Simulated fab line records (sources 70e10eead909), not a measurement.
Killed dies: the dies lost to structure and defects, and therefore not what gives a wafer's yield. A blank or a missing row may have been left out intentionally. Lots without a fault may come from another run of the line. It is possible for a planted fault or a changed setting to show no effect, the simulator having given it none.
Matching of chambers || flow nandHarc || 4 sister chambers for NHARC_A_BONDPAD_ETCH_12 on rieDiel-06
The step etches the open film in CHF3/O2, target depth 220 nm, time 110 s. 19 wafers are shown with their chamber, then 9 later ones without.

WAFERS PAIRED WITH THEIR CHAMBERS
{"wafer": "L786.4", "chamber": 2, "showerheadPlenumPTorr (Torr)": 2.31, "drypumpMotorCurrentA (A)": 5.67, "rfVppV (V)": 369.2}
{"wafer": "L786.5", "chamber": 2, "showerheadPlenumPTorr (Torr)": 2.32, "drypumpMotorCurrentA (A)": 5.69, "rfVppV (V)": 368.1}
{"wafer": "L786.6", "chamber": 3, "showerheadPlenumPTorr (Torr)": 2.49, "drypumpMotorCurrentA (A)": 5.94, "rfVppV (V)": 372.3}
{"wafer": "L787.2", "chamber": 1, "showerheadPlenumPTorr (Torr)": 2.56, "drypumpMotorCurrentA (A)": 5.93, "rfVppV (V)": 374.8}
{"wafer": "L787.4", "chamber": 0, "showerheadPlenumPTorr (Torr)": 2.26, "drypumpMotorCurrentA (A)": 5.63, "rfVppV (V)": 366.7}
{"wafer": "L787.6", "chamber": 3, "showerheadPlenumPTorr (Torr)": 2.49, "drypumpMotorCurrentA (A)": 5.93, "rfVppV (V)": 372.6}
{"wafer": "L789.1", "chamber": 2, "showerheadPlenumPTorr (Torr)": 2.31, "drypumpMotorCurrentA (A)": 5.75, "rfVppV (V)": 368.5}
{"wafer": "L789.2", "chamber": 1, "showerheadPlenumPTorr (Torr)": 2.56, "drypumpMotorCurrentA (A)": 5.91, "rfVppV (V)": 374.0}
{"wafer": "L789.5", "chamber": 0, "showerheadPlenumPTorr (Torr)": 2.26, "drypumpMotorCurrentA (A)": 5.66, "rfVppV (V)": 366.8}
{"wafer": "L793.2", "chamber": 1, "showerheadPlenumPTorr (Torr)": 2.56, "drypumpMotorCurrentA (A)": 5.93, "rfVppV (V)": 375.4}
{"wafer": "L793.3", "chamber": 2, "showerheadPlenumPTorr (Torr)": 2.31, "drypumpMotorCurrentA (A)": 5.75, "rfVppV (V)": 369.1}
{"wafer": "L793.4", "chamber": 0, "showerheadPlenumPTorr (Torr)": 2.26, "drypumpMotorCurrentA (A)": 5.67, "rfVppV (V)": 367.7}
{"wafer": "L794.1", "chamber": 2, "showerheadPlenumPTorr (Torr)": 2.31, "drypumpMotorCurrentA (A)": 5.71, "rfVppV (V)": 368.4}
{"wafer": "L794.5", "chamber": 1, "showerheadPlenumPTorr (Torr)": 2.56, "drypumpMotorCurrentA (A)": 5.93, "rfVppV (V)": 373.2}
{"wafer": "L794.6", "chamber": 2, "showerheadPlenumPTorr (Torr)": 2.31, "drypumpMotorCurrentA (A)": 5.74, "rfVppV (V)": 368.6}
{"wafer": "L796.3", "chamber": 3, "showerheadPlenumPTorr (Torr)": 2.49, "drypumpMotorCurrentA (A)": 5.95, "rfVppV (V)": 372.5}
{"wafer": "L796.5", "chamber": 3, "showerheadPlenumPTorr (Torr)": 2.49, "drypumpMotorCurrentA (A)": 5.94, "rfVppV (V)": 373.3}
{"wafer": "L796.6", "chamber": 0, "showerheadPlenumPTorr (Torr)": 2.26, "drypumpMotorCurrentA (A)": 5.69, "rfVppV (V)": 367.9}
{"wafer": "L800.2", "chamber": 3, "showerheadPlenumPTorr (Torr)": 2.49, "drypumpMotorCurrentA (A)": 5.95, "rfVppV (V)": 371.8}

SIGNATURES (means of the wafers above)
{"reading": "showerheadPlenumPTorr", "chamber 0": 2.2600, "chamber 1": 2.5600, "chamber 2": 2.3117, "chamber 3": 2.4900, "scatter within a chamber": 0.00236}
{"reading": "drypumpMotorCurrentA", "chamber 0": 5.6625, "chamber 1": 5.9250, "chamber 2": 5.7183, "chamber 3": 5.9420, "scatter within a chamber": 0.0233}
{"reading": "rfVppV", "chamber 0": 367.275, "chamber 1": 374.350, "chamber 2": 368.650, "chamber 3": 372.500, "scatter within a chamber": 0.63}
Rule: a wafer lies at a distance from a chamber equal to the root of the sum of squares, over the readings, of (its reading less the chamber's mean, divided by the reading's scatter). The wafer belongs to the nearest chamber; if the next one is less than 2 further off, it can't be placed. The scatter is the square root of a quotient: the sum, over the shown wafers, of each reading's squared deviation from its chamber's mean, divided by wafers minus chambers.

WAFERS WHOSE CHAMBER IS MISSING
{"wafer": "L800.4", "showerheadPlenumPTorr (Torr)": 2.56, "drypumpMotorCurrentA (A)": 5.91, "rfVppV (V)": 374.0}
{"wafer": "L800.5", "showerheadPlenumPTorr (Torr)": 2.31, "drypumpMotorCurrentA (A)": 5.72, "rfVppV (V)": 368.9}
{"wafer": "L797.1", "showerheadPlenumPTorr (Torr)": 2.49, "drypumpMotorCurrentA (A)": 5.94, "rfVppV (V)": 371.0}
{"wafer": "L797.4", "showerheadPlenumPTorr (Torr)": 2.26, "drypumpMotorCurrentA (A)": 5.65, "rfVppV (V)": 368.5}
{"wafer": "L797.6", "showerheadPlenumPTorr (Torr)": 2.26, "drypumpMotorCurrentA (A)": 5.66, "rfVppV (V)": 367.2}
{"wafer": "L804.2", "showerheadPlenumPTorr (Torr)": 2.49, "drypumpMotorCurrentA (A)": 5.96, "rfVppV (V)": 370.6}
{"wafer": "L804.3", "showerheadPlenumPTorr (Torr)": 2.31, "drypumpMotorCurrentA (A)": 5.69, "rfVppV (V)": 367.8}
{"wafer": "L805.1", "showerheadPlenumPTorr (Torr)": 2.49, "drypumpMotorCurrentA (A)": 5.93, "rfVppV (V)": 373.7}
{"wafer": "L805.3", "showerheadPlenumPTorr (Torr)": 2.56, "drypumpMotorCurrentA (A)": 5.91, "rfVppV (V)": 373.8}

THE CHAMBER EACH PASSED THROUGH
{"wafer": "L800.4", "from the rows above": 1, "in truth": 1}
{"wafer": "L800.5", "from the rows above": 2, "in truth": 2}
{"wafer": "L797.1", "from the rows above": 3, "in truth": 3}
{"wafer": "L797.4", "from the rows above": 0, "in truth": 0}
{"wafer": "L797.6", "from the rows above": 0, "in truth": 0}
{"wafer": "L804.2", "from the rows above": 3, "in truth": 3}
{"wafer": "L804.3", "from the rows above": 2, "in truth": 2}
{"wafer": "L805.1", "from the rows above": 3, "in truth": 3}
{"wafer": "L805.3", "from the rows above": 1, "in truth": 1}
Correct placement for 9 of the 9. Left unplaced by these rows: 0. Placed wrongly: 0.
